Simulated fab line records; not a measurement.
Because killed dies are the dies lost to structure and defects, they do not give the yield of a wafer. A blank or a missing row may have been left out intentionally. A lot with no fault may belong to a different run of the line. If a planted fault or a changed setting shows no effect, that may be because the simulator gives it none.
Matching of chambers -- flow nandHarc -- NHARC_A_STAIRCASE_TRIM_20 on rieDiel-05 has 4 sister chambers
The step chemistry O2, time 211.2 s. 16 wafers are shown with their chamber, then 8 later ones without.

== WAFERS PAIRED WITH THEIR CHAMBERS ==
wafer,chamber,drypumpMotorCurrentA (A),showerheadPlenumPTorr (Torr),oesProductAu (a.u.)
L075.1,0,6.7,3.33,1.005
L075.5,2,6.3,3.59,0.991
L075.6,1,5.3,3.39,1.007
L081.1,0,6.7,3.33,1.004
L081.2,3,5.8,3.33,0.988
L081.3,1,5.3,3.38,0.979
L080.4,2,6.2,3.58,1.000
L080.5,3,5.8,3.33,0.974
L080.6,0,6.7,3.32,1.002
L082.3,3,5.8,3.33,0.988
L082.4,0,6.7,3.32,1.003
L082.5,2,6.3,3.58,0.996
L085.2,1,5.3,3.37,0.985
L085.3,0,6.7,3.32,1.003
L085.4,2,6.3,3.58,1.002
L087.2,1,5.3,3.37,0.971

SIGNATURES, as means of the wafers listed above
reading,chamber 0,chamber 1,chamber 2,chamber 3,scatter within a chamber
drypumpMotorCurrentA,6.700,5.300,6.275,5.800,0.025
showerheadPlenumPTorr,3.3240,3.3775,3.5825,3.3300,0.00626
oesProductAu,1.00340,0.98550,0.99725,0.98333,0.00876
Rule: distance of a wafer from a chamber = root of the sum over the readings of ((wafer's reading minus chamber's mean) / reading's scatter) squared. If the next closest chamber is less than 2 further off than the closest, the wafer can't be placed; otherwise it belongs to the closest. The scatter is the square root of a quotient: the sum, over the shown wafers, of each reading's squared deviation from its chamber's mean, divided by wafers minus chambers.

== WAFERS MISSING THEIR CHAMBER ==
wafer,drypumpMotorCurrentA (A),showerheadPlenumPTorr (Torr),oesProductAu (a.u.)
L087.4,5.7,3.33,0.991
L087.5,5.8,3.33,1.000
L093.3,6.3,3.56,1.007
L093.5,5.8,3.31,0.999
L093.6,6.2,3.56,1.019
L095.2,6.2,3.56,1.025
L095.5,5.8,3.31,1.007
L095.6,6.2,3.56,1.022

== WHICH CHAMBER EACH WENT THROUGH ==
wafer,from the rows above,in truth
L087.4,3,3
L087.5,3,3
L093.3,2,2
L093.5,3,3
L093.6,2,2
L095.2,2,2
L095.5,3,3
L095.6,2,2
Placed correctly: 8 of 8. Not placeable from these rows: 0. Wrongly placed: 0.
